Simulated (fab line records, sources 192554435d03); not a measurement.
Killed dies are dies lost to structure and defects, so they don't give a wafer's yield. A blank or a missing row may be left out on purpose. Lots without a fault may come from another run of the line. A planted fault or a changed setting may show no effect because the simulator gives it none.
One fault seen from 2 desks | flow n5_finfet | each desk has only its own numbers; what lay behind them comes last

THE METROLOGY DESK
What the gauges read, lot by lot, whatever tool the lot ran on: means of the sampled wafers that have a number. A lot is out of limits, marked OUT, if its mean lies more than 4 standard deviations from the usual mean; the brackets give that distance.
Columns: A = cd_nm at N5_BEOL_M5_CD_MEAS_11, usual 28.1 nm; B = trench_depth_nm at N5_BEOL_M5_OCD_MEAS_38, usual 71.1 nm; C = M5_THK at N5_BEOL_M5_THK_MEAS_53, usual 61.5 nm; D = M5_RS at N5_BEOL_M5_RS_MEAS_57, usual 0.393 ohm/sq
lot  | first seen here | A    | B    | C    | D
L968 | day 9 00:16     | 28.4 | 70.6 | 60.6 | 0.400
L969 | day 9 00:19     | 27.9 | 70.6 | 61.1 | 0.392
L972 | day 10 02:38    | 27.5 | 69.6 | 57.9 | 0.424
L977 | day 11 06:45    | 28.5 | 63.5 | 54.8 | 0.453
L978 | day 11 14:15    | 27.9 | 63.4 | 54.3 | 0.460
L981 | day 12 17:29    | 28.0 | 70.6 | 60.0 | 0.404
L985 | day 13 00:50    | 27.8 | 72.2 | 62.1 | 0.387
L986 | day 13 01:52    | 28.3 | 69.5 | 60.4 | 0.398
L984 | day 13 16:58    | 28.2 | 73.2 | 63.0 | 0.383
This desk's finding: nothing out of limits on any of the 9 lots.

THE TOOL OWNER'S DESK: rie_diel-06
The tool's own readings at N5_BEOL_M5_TRENCH_ETCH_37 (etches SiCOH lowk in C4F6/O2, target depth 71.652 nm, time 24.7 s): means of the sampled wafers that have a number, for each lot that ran on this tool. A lot is out of limits, marked OUT, if its mean lies more than 4 standard deviations from the usual mean; the brackets give that distance.
Columns: A = drypump_motor_current_A at N5_BEOL_M5_TRENCH_ETCH_37, usual 5.7 A; B = oes_f_703_au at N5_BEOL_M5_TRENCH_ETCH_37, usual 0.78 a.u.; C = oes_product_au at N5_BEOL_M5_TRENCH_ETCH_37, usual 0.79 a.u.; D = rf_fwd_power_W at N5_BEOL_M5_TRENCH_ETCH_37, usual 339.0 W; E = rf_vpp_V at N5_BEOL_M5_TRENCH_ETCH_37, usual 675 V; F = showerhead_plenum_p_Torr at N5_BEOL_M5_TRENCH_ETCH_37, usual 2.85 Torr; G = throttle_valve_pct at N5_BEOL_M5_TRENCH_ETCH_37, usual 20.99 %
lot  | first seen here | A   | B    | C    | D               | E   | F    | G
L968 | day 9 01:46     | 6.0 | 0.75 | 0.76 | 339.1           | 682 | 2.84 | 20.94
L969 | day 9 02:16     | 6.1 | 0.76 | 0.75 | 340.6           | 662 | 2.83 | 20.95
L972 | day 10 06:16    | 5.4 | 0.74 | 0.78 | 339.1           | 679 | 2.77 | 20.80
L977 | day 11 09:07    | 6.0 | 0.53 | 0.70 | 256.3 (-46) OUT | 785 | 2.83 | 20.95
L978 | day 11 16:35    | 6.0 | 0.52 | 0.69 | 255.8 (-46) OUT | 785 | 2.83 | 20.97
This desk's finding: out of limits on L977, L978; first on L977, day 11 09:07 (rf_fwd_power_W at N5_BEOL_M5_TRENCH_ETCH_37). In limits: L968, L969, L972.

PUT TOGETHER
The tool owner's desk could have raised an alarm at day 11 09:07, on L977, L978.
The metrology desk saw nothing out of limits.
The metrology desk has L977, L978 on record, within its limits.
Of the lots named, all ran N5_BEOL_M5_TRENCH_ETCH_37 on rie_diel-06.

WHAT THE SIMULATOR HAD PUT IN
Process parameter drift: rie_diel-06, from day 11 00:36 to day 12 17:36, at N5_BEOL_M5_TRENCH_ETCH_37. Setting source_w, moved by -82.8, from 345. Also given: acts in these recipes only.
Lots struck among those shown: L977, L978.
Hours from the fault's start to each desk's first reading out of limits: the tool owner's desk, 9.
